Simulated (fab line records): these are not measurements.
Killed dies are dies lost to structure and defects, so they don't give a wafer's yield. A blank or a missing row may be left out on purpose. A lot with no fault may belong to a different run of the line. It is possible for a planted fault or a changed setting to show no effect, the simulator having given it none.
Split-lot trial + flow n5_finfet + route with 1938 steps; 7 lots, 21 wafers read

## SPLIT DETAILS
At N5_BEOL_M4_COAT_76 (time 60 s, resist thk 5 nm), the setting spin_rpm was moved away from the recipe's 1500 rpm on 5 of the 21 wafers read, by -8.0% to +10.6%. The other wafers ran this setting at the recipe's value.

## FROM THE SPLIT TO THE READING: what the file shows between them, 4 steps
- N5_BEOL_M4_DESCUM_33: chemistry O2, time 7 s (also split here: time_s)
- N5_BEOL_M4_ETCH_77: etches underlayer in N2/H2, target depth 6.5 nm, time 5.2 s
- N5_BEOL_M4_ETCH_69: etches SiARC in CF4, target depth 15.6 nm, time 26 s
- N5_BEOL_M4_ALD_98: deposits SiO2, target thk 2.5 nm, pulse time 1 s, co reactant pulse time 1 s

## THE READING
CAR-EUV_of_BEOL_M4_COAT_22.thk_nm (the simulator's own value, which no gauge read), in nm, at N5_BEOL_M4_ETCHBACK_99 (etches SiO2 in CHF3, target depth 5 nm, time 10.4 s). There is no usual value for it anywhere in the file. The 16 wafers here that ran the recipe average 10.4 nm, standard deviation 0.33 nm.

| wafer  | tool, chamber at the split | spin_rpm as run, rpm | against the recipe | CAR-EUV_of_BEOL_M4_COAT_22.thk_nm, nm | against lot-mates on the recipe |
|--------|----------------------------|----------------------|--------------------|---------------------------------------|---------------------------------|
| L074.1 | litho_track-02, 0          | 1500                 | recipe             | 10                                    | -                               |
| L074.2 | litho_track-02, 0          | 1500                 | recipe             | 10.2                                  | -                               |
| L074.3 | litho_track-02, 0          | 1500                 | recipe             | 10.4                                  | -                               |
| L077.3 | litho_track-01, 0          | 1659                 | +10.6%             | 10.8                                  | +1.0                            |
| L077.4 | litho_track-01, 0          | 1500                 | recipe             | 9.8                                   | -                               |
| L077.5 | litho_track-01, 0          | 1500                 | recipe             | 9.8                                   | -                               |
| L078.1 | litho_track-02, 0          | 1500                 | recipe             | 10.6                                  | -                               |
| L078.3 | litho_track-02, 0          | 1380                 | -8.0%              | 10.4                                  | -0.2                            |
| L078.5 | litho_track-02, 0          | 1380                 | -8.0%              | 10.2                                  | -0.4                            |
| L080.1 | litho_track-01, 0          | 1500                 | recipe             | 10.8                                  | -                               |
| L080.3 | litho_track-01, 0          | 1500                 | recipe             | 10.8                                  | -                               |
| L080.2 | litho_track-01, 0          | 1500                 | recipe             | 11                                    | -                               |
| L084.4 | litho_track-03, 0          | 1500                 | recipe             | 10.2                                  | -                               |
| L084.5 | litho_track-03, 0          | 1586                 | +5.7%              | 10.6                                  | +0.4                            |
| L084.6 | litho_track-03, 0          | 1586                 | +5.7%              | 10.6                                  | +0.4                            |
| L088.1 | litho_track-02, 0          | 1500                 | recipe             | 10.4                                  | -                               |
| L088.2 | litho_track-02, 0          | 1500                 | recipe             | 10.4                                  | -                               |
| L088.5 | litho_track-02, 0          | 1500                 | recipe             | 10.4                                  | -                               |
| L096.2 | litho_track-01, 0          | 1500                 | recipe             | 10.4                                  | -                               |
| L096.3 | litho_track-01, 0          | 1500                 | recipe             | 10.4                                  | -                               |
| L096.6 | litho_track-01, 0          | 1500                 | recipe             | 10.2                                  | -                               |

THE FIT
A straight line over all 21 wafers: CAR-EUV_of_BEOL_M4_COAT_22.thk_nm changes by +0.0267 nm for each +1% of spin_rpm; r = +0.33; the points scatter about the line by 0.31 nm.
The same after taking each lot's own level away (the mean of its wafers on the recipe; 21 wafers): +0.0645 nm for each +1%; r = +0.89; scatter 0.13 nm.
According to that fit, moving spin_rpm by its largest amount changes the reading by 0.68 nm.
Across the lots, their own levels run from 9.80 to 10.87 nm, a range of 3.3 times the standard deviation given above.
So the lot-to-lot level blurs the effect unless lot-mates are compared.
Check: +0.54 nm against its lot-mates is what the line predicts for one of the wafers moved furthest among these (+10.6%) when that wafer is left out of the fit. It came out at +1 nm against them.

## THESE WAFERS: OTHER SPLITS
Note: prior to the reading, these wafers also went through further splits. Each is held against what the fit with the lots' levels taken away leaves over:
| other split on the same wafers | wafers away from the commonest value | r with CAR-EUV_of_BEOL_M4_COAT_22.thk_nm (lot level and that fit taken away) |
|--------------------------------|--------------------------------------|------------------------------------------------------------------------------|
| N5_BEOL_M2_ETCH_70 time_s      | 5                                    | -0.05                                                                        |
| N5_BEOL_M3_COAT_05 spin_rpm    | 5                                    | -0.38                                                                        |
| N5_BEOL_M3_EXPOSE_08 dose_mj   | 7                                    | +0.11                                                                        |
| N5_BEOL_M4_DESCUM_33 time_s    | 9                                    | -0.25                                                                        |

## THE WHOLE CHAIN: every reading that the file lists as answering this split, in the file's order
| step                   | what it does                                                | reading                                                                            | change (the file's fit)                | r (the file's) |
|------------------------|-------------------------------------------------------------|------------------------------------------------------------------------------------|----------------------------------------|----------------|
| N5_BEOL_M4_ETCH_77     | etches underlayer in N2/H2, target depth 6.5 nm, time 5.2 s | etch.depth_nm (the simulator's own value, which no gauge read)                     | -0.0241 nm for each +1% of the setting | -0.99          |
| N5_BEOL_M4_ETCHBACK_99 | etches SiO2 in CHF3, target depth 5 nm, time 10.4 s         | CAR-EUV_of_BEOL_M4_COAT_22.thk_nm (the simulator's own value, which no gauge read) | +0.0731 nm for each +1% of the setting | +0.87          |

## THE FILE'S OWN FIT
CAR-EUV_of_BEOL_M4_COAT_22.thk_nm changes by +0.0731 nm for each +1% of spin_rpm, r = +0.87.
